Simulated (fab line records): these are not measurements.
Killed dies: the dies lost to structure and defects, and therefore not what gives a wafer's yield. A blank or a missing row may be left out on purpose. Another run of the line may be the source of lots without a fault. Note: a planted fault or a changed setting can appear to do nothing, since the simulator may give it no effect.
A single fault, viewed from 2 desks -- flow n5 finfet -- numbers are kept per desk, each desk with only its own; the story behind them comes last

## FOR THE TOOL OWNER'S DESK: rie si-05
The tool's own readings at N5_FIN_SAQP_ETCH_64 (etches SiO2 in CF4, target depth 1.5 nm): means of the sampled wafers that have a number, for each lot that ran on this tool. If a lot's mean is further than 4 standard deviations from the usual mean, the lot is out of limits and carries the mark OUT (the distance appears in the brackets).
Columns: A = bias w at N5_FIN_SAQP_ETCH_64, usual 400.1 W; B = drypump motor current A at N5_FIN_SAQP_ETCH_64, usual 5.8 A; C = oes product au at N5_FIN_SAQP_ETCH_64, usual 1.01 a.u.; D = throttle valve pct at N5_FIN_SAQP_ETCH_64, usual 21.75 %
lot,first seen here,A,B,C,D
L717,day 5 05:32,399.9,5.5,1.01,21.91
L723,day 6 14:32,399.8,5.5,1.36 (+11) OUT,21.91
L724,day 6 20:44,400.2,5.5,1.35 (+11) OUT,21.93
L728,day 7 19:52,399.4,5.8,1.38 (+12) OUT,21.67
Finding of this desk: L723, L724, L728 out of limits; the first was L723 at day 6 14:32, on oes product au at N5_FIN_SAQP_ETCH_64. L717: within limits.

## THE METROLOGY DESK
What the gauges read, lot by lot, whatever tool the lot ran on: means of the sampled wafers that have a number. If a lot's mean is further than 4 standard deviations from the usual mean, the lot is out of limits and carries the mark OUT (the distance appears in the brackets). 7 of its 10 readings are shown, namely those furthest out on some lot.
Columns: A = DIBL_N at N5_BEOL_M4_RC_MEAS_101, usual 37.5 mV/V; B = IOFF_P at N5_BEOL_M4_RC_MEAS_101, usual 0.24 nA/um; C = ION_N at N5_BEOL_M4_RC_MEAS_101, usual 677 uA/um; D = ION_P at N5_BEOL_M4_RC_MEAS_101, usual 464 uA/um; E = SS_P at N5_BEOL_M4_RC_MEAS_101, usual 73.6 mV/dec; F = VT_N at N5_BEOL_M4_RC_MEAS_101, usual 249 mV; G = VT_P at N5_BEOL_M4_RC_MEAS_101, usual -249 mV
lot,first seen here,A,B,C,D,E,F,G
L709,day 8 14:42,38.4,0.25,674,467,73.4,251,-246
L717,day 11 04:38,38.6,0.22,666,460,73.8,250,-251
L723,day 12 10:08,40.0,0.26,672,464,74.2,248,-246
L724,day 13 03:53,37.9,0.28,691,478,73.2,245,-245
L728,day 13 19:31,36.8,0.21,680,467,73.0,248,-250
This desk found nothing out of limits on any of the 5 lots.

## BROUGHT TOGETHER
An alarm could have come from the tool owner's desk at day 6 14:32, on L723, L724, L728.
The metrology desk saw nothing out of limits.
The metrology desk holds a record of L723, L724, L728, inside its limits.
The lots listed all ran N5_FIN_SAQP_ETCH_64 on rie si-05.

## WHAT THE SIMULATOR HAD INSERTED
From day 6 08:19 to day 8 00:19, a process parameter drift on rie si-05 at N5_FIN_SAQP_ETCH_64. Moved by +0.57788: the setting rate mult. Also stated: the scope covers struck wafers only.
Struck lots among those shown: L723, L724, L728.
Delay in hours, fault start to first out-of-limits reading, by desk: the tool owner's desk at 6.
